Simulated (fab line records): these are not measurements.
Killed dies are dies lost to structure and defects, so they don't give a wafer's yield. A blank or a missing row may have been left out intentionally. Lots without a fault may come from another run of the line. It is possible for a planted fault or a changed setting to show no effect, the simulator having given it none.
Lot-split experiment / flow n5Finfet / 21 wafers read from 7 lots, route of 1938 steps

SPLIT DETAILS
At N5_FIN_CUT_EXPOSE_05 (exposes mask FIN CUT), the setting doseMj was moved away from the recipe's 45.75 on 7 of the 21 wafers read, by -5.3% to +5.6%. The other wafers ran this setting at the recipe's value.

FROM THE SPLIT TO THE READING: what the file shows between them, 2 steps
- N5_FIN_CUT_PEB_06: peb time 60 s
- N5_FIN_CUT_DEVELOP_07: develop time 30 s

THE READING
cdNm at N5_FIN_CUT_CD_MEAS_08, given in nm (cd target 29.1 nm). Typical for fault-free wafers on this fab line: 29.19 nm, with standard deviation 0.23 nm.

wafer=L074.1; tool, chamber at the split=euvScanner-02, 0; doseMj as run=45.75; against the recipe=recipe; cdNm, nm=29.18; against lot-mates on the recipe=-
wafer=L074.2; tool, chamber at the split=euvScanner-02, 0; doseMj as run=45.75; against the recipe=recipe; cdNm, nm=29.11; against lot-mates on the recipe=-
wafer=L074.4; tool, chamber at the split=euvScanner-02, 0; doseMj as run=45.75; against the recipe=recipe; cdNm, nm=28.85; against lot-mates on the recipe=-
wafer=L076.4; tool, chamber at the split=euvScanner-02, 0; doseMj as run=45.75; against the recipe=recipe; cdNm, nm=29.35; against lot-mates on the recipe=-
wafer=L076.5; tool, chamber at the split=euvScanner-02, 0; doseMj as run=45.75; against the recipe=recipe; cdNm, nm=28.85; against lot-mates on the recipe=-
wafer=L076.6; tool, chamber at the split=euvScanner-02, 0; doseMj as run=43.33; against the recipe=-5.3%; cdNm, nm=27.96; against lot-mates on the recipe=-1.14
wafer=L078.2; tool, chamber at the split=euvScanner-02, 0; doseMj as run=45.75; against the recipe=recipe; cdNm, nm=29.27; against lot-mates on the recipe=-
wafer=L078.4; tool, chamber at the split=euvScanner-02, 0; doseMj as run=47.82; against the recipe=+4.5%; cdNm, nm=30.33; against lot-mates on the recipe=+1.06
wafer=L078.6; tool, chamber at the split=euvScanner-02, 0; doseMj as run=47.82; against the recipe=+4.5%; cdNm, nm=29.83; against lot-mates on the recipe=+0.56
wafer=L084.2; tool, chamber at the split=euvScanner-02, 0; doseMj as run=45.75; against the recipe=recipe; cdNm, nm=28.77; against lot-mates on the recipe=-
wafer=L084.5; tool, chamber at the split=euvScanner-02, 0; doseMj as run=45.75; against the recipe=recipe; cdNm, nm=29.11; against lot-mates on the recipe=-
wafer=L084.6; tool, chamber at the split=euvScanner-02, 0; doseMj as run=45.75; against the recipe=recipe; cdNm, nm=29.06; against lot-mates on the recipe=-
wafer=L087.1; tool, chamber at the split=euvScanner-02, 0; doseMj as run=45.75; against the recipe=recipe; cdNm, nm=28.69; against lot-mates on the recipe=-
wafer=L087.5; tool, chamber at the split=euvScanner-02, 0; doseMj as run=45.75; against the recipe=recipe; cdNm, nm=29.08; against lot-mates on the recipe=-
wafer=L087.6; tool, chamber at the split=euvScanner-02, 0; doseMj as run=47.51; against the recipe=+3.8%; cdNm, nm=29.83; against lot-mates on the recipe=+0.95
wafer=L090.1; tool, chamber at the split=euvScanner-02, 0; doseMj as run=45.75; against the recipe=recipe; cdNm, nm=29.50; against lot-mates on the recipe=-
wafer=L090.3; tool, chamber at the split=euvScanner-02, 0; doseMj as run=45.75; against the recipe=recipe; cdNm, nm=29.00; against lot-mates on the recipe=-
wafer=L090.6; tool, chamber at the split=euvScanner-02, 0; doseMj as run=43.82; against the recipe=-4.2%; cdNm, nm=28.76; against lot-mates on the recipe=-0.49
wafer=L095.2; tool, chamber at the split=euvScanner-01, 0; doseMj as run=48.33; against the recipe=+5.6%; cdNm, nm=30.14; against lot-mates on the recipe=+0.84
wafer=L095.4; tool, chamber at the split=euvScanner-01, 0; doseMj as run=45.75; against the recipe=recipe; cdNm, nm=29.30; against lot-mates on the recipe=-
wafer=L095.6; tool, chamber at the split=euvScanner-01, 0; doseMj as run=48.33; against the recipe=+5.6%; cdNm, nm=30.48; against lot-mates on the recipe=+1.18

FIT RESULTS
A straight line over all 21 wafers: cdNm changes by +0.197 nm for each +1% of doseMj; r = +0.91; the points scatter about the line by 0.25 nm.
The same after taking each lot's own level away (the mean of its wafers on the recipe; 21 wafers): +0.183 nm for each +1%; r = +0.93; scatter 0.21 nm.
According to that fit, moving doseMj by its largest amount changes the reading by 1 nm.
The span of the lots' own levels, 28.885 to 29.300 nm, comes to 1.8 times the standard deviation stated above.
The two slopes agree, so the slope changes little with the lot-to-lot level.
Check: +1.1 nm against its lot-mates is what the line predicts for one of the wafers moved furthest among these (+5.6%) when that wafer is left out of the fit. It came out at +0.84 nm against them.

THE WHOLE CHAIN: every reading that the file lists as answering this split, in the file's order
step=N5_FIN_CUT_CD_MEAS_08; what it does=target cd 29.1 nm; reading=cdNm; change (the file's fit)=+0.187 nm for each +1% of the setting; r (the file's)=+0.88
step=N5_FIN_CUT_ETCH_30; what it does=etches underlayer in N2/H2, target depth 13 nm, time 10.4 s; reading=FIN_CUT.cdOffsetNm (the simulator's own value, which no gauge read); change (the file's fit)=+0.168 nm for each +1% of the setting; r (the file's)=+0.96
step=N5_FIN_CUT_ETCH_21; what it does=etches SOC in N2/H2, target depth 219 nm, overetch 43.8 nm, time 523.5 s; reading=FIN_CUT.cdOffsetNm (the simulator's own value, which no gauge read); change (the file's fit)=+0.161 nm for each +1% of the setting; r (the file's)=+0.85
step=N5_FIN_CUT_PRECLEAN_35; what it does=cleans in vHF, time 13.3 s; reading=FIN_CUT.cdOffsetNm (the simulator's own value, which no gauge read); change (the file's fit)=+0.155 nm for each +1% of the setting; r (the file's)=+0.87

FILE'S OWN FIT
cdNm changes by +0.187 nm for each +1% of doseMj, r = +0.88.
